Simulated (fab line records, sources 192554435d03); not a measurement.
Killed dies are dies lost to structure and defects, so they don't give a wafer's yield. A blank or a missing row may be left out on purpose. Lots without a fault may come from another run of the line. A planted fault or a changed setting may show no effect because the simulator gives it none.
Split-lot experiment | flow n5_finfet | 7 lots, 21 wafers read, on a route of 1938 steps

THE SPLIT
At N5_SDB_ALD_29 (deposits SiNx, target thk 30 nm, pulse time 1 s, ald cycles 600), the setting ald_cycles was moved away from the recipe's 600 on 10 of the 21 wafers read, by -15.3% to +11.3%. The other wafers ran this setting at the recipe's value.

FROM THE SPLIT TO THE READING: what the file shows between them, 3 steps
- N5_SDB_CMP_30: polishes, stops on poly-Si, t overpolish 1.54 s, target thk 30 nm
- N5_DUMMY_REMOVAL_HM_STRIP_01: strips SiNx in CH3F/O2, stops on poly-Si, target depth 4 nm, time 6.8 s
- N5_DUMMY_REMOVAL_STRIP_10: strips in N2/H2, time 40 s

THE READING
SiNx_of_SDB_ALD_29.thk_nm (the simulator's own value, which no gauge read), in nm, at N5_DUMMY_REMOVAL_PRECLEAN_07 (cleans in dHF, time 30 s). The file gives no usual value for it. The 11 wafers here that ran the recipe average 29.2 nm, standard deviation 0.12 nm.

wafer  | tool, chamber at the split | ald_cycles as run | against the recipe | SiNx_of_SDB_ALD_29.thk_nm, nm | against lot-mates on the recipe
L081.1 | ald_sin-04, 2,3            | 668               | +11.3%             | 28.8                          | -0.2
L081.3 | ald_sin-04, 3              | 600               | recipe             | 29                            | -
L081.6 | ald_sin-04, 2,3            | 668               | +11.3%             | 28.6                          | -0.4
L082.1 | ald_sin-04, 2              | 600               | recipe             | 29.2                          | -
L082.5 | ald_sin-04, 2              | 600               | recipe             | 29.2                          | -
L082.4 | ald_sin-04, 1              | 600               | recipe             | 29.4                          | -
L084.3 | ald_sin-04, 3,1            | 537               | -10.5%             | 26.2                          | -3.0
L084.4 | ald_sin-04, 3,1            | 537               | -10.5%             | 26.2                          | -3.0
L084.6 | ald_sin-04, 0              | 600               | recipe             | 29.2                          | -
L085.1 | ald_sin-03, 1,3            | 600               | recipe             | 29.2                          | -
L085.5 | ald_sin-03, 1,3            | 600               | recipe             | 29.2                          | -
L085.3 | ald_sin-03, 0              | 600               | recipe             | 29                            | -
L088.4 | ald_sin-02, 3,3,0          | 549               | -8.5%              | 26.6                          | no lot-mate on the recipe
L088.5 | ald_sin-02, 3,3,0          | 549               | -8.5%              | 26.6                          | no lot-mate on the recipe
L088.6 | ald_sin-02, 3,3,0          | 549               | -8.5%              | 26.6                          | no lot-mate on the recipe
L096.1 | ald_sin-02, 1              | 600               | recipe             | 29.4                          | -
L096.2 | ald_sin-02, 2              | 508               | -15.3%             | 24.8                          | -4.5
L096.4 | ald_sin-02, 0              | 600               | recipe             | 29.2                          | -
L097.1 | ald_sin-03, 3              | 600               | recipe             | 29.2                          | -
L097.4 | ald_sin-03, 0,2            | 542               | -9.7%              | 26.6                          | -2.6
L097.5 | ald_sin-03, 0,2            | 542               | -9.7%              | 26.4                          | -2.8
Where a row lists several chambers, the file gives one row for several wafers and doesn't say which wafer went through which chamber.

THE FIT
A straight line over all 21 wafers: SiNx_of_SDB_ALD_29.thk_nm changes by +0.177 nm for each +1% of ald_cycles; r = +0.82; the points scatter about the line by 0.86 nm.
The same after taking each lot's own level away (the mean of its wafers on the recipe; 18 wafers): +0.175 nm for each +1%; r = +0.82; scatter 0.87 nm.
On that fit, the largest move of ald_cycles shifts the reading by 2.7 nm.
The lots' own levels span 29.00 to 29.30 nm, that is 2.5 times the standard deviation above.
So the lot-to-lot level changes the slope little: the two slopes agree.
Check: with one of the wafers moved furthest among these (-15.3%) left out of the fit, the line predicts -2.83 nm for it against its lot-mates. It came out at -4.5 nm against them.

OTHER SPLITS ON THESE WAFERS
These wafers also went through other splits before the reading. Each is held against what the fit with the lots' levels taken away leaves over:
other split on the same wafers     | wafers away from the commonest value | r with SiNx_of_SDB_ALD_29.thk_nm (lot level and that fit taken away)
N5_ZERO_LAYER_PECVD_02 time_s      | 8                                    | +0.07
N5_ZERO_LAYER_COAT_05 spin_rpm     | 9                                    | -0.12
N5_WELL_APT_EXPOSE_05 dose_mj      | 11                                   | +0.09
N5_WELL_APT_PEB_06 peb_time_s      | 8                                    | -0.01
N5_FIN_SAQP_PEB_14 peb_time_s      | 5                                    | -0.27
N5_DUMMY_GATE_PECVD_30 time_s      | 12                                   | -0.76
N5_SD_EPI_N_ETCH_45 target_depth_a | 3                                    | +0.52
N5_ILD0_CMP_03 down_force_psi      | 3                                    | +0.15

THE WHOLE CHAIN: every reading that the file lists as answering this split, in the file's order
step                         | what it does                                                      | reading                                                                    | change (the file's fit)                                                            | r (the file's)
N5_SDB_ALD_29                | deposits SiNx, target thk 30 nm, pulse time 1 s, ald cycles 600   | SiNx_of_SDB_ALD_29.thk_nm (the simulator's own value, which no gauge read) | +0.303 nm for each +1% of the setting                                              | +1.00
N5_SDB_CMP_30                | polishes, stops on poly-Si, t overpolish 1.54 s, target thk 30 nm | SiNx_of_SDB_ALD_29.thk_nm (the simulator's own value, which no gauge read) | not straight: 25.4 at the lowest setting, 29.98 at the recipe, 29.4 at the highest | not given
N5_DUMMY_REMOVAL_PRECLEAN_07 | cleans in dHF, time 30 s                                          | SiNx_of_SDB_ALD_29.thk_nm (the simulator's own value, which no gauge read) | +0.217 nm for each +1% of the setting                                              | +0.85

THE FILE'S OWN FIT
SiNx_of_SDB_ALD_29.thk_nm changes by +0.217 nm for each +1% of ald_cycles, r = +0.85.
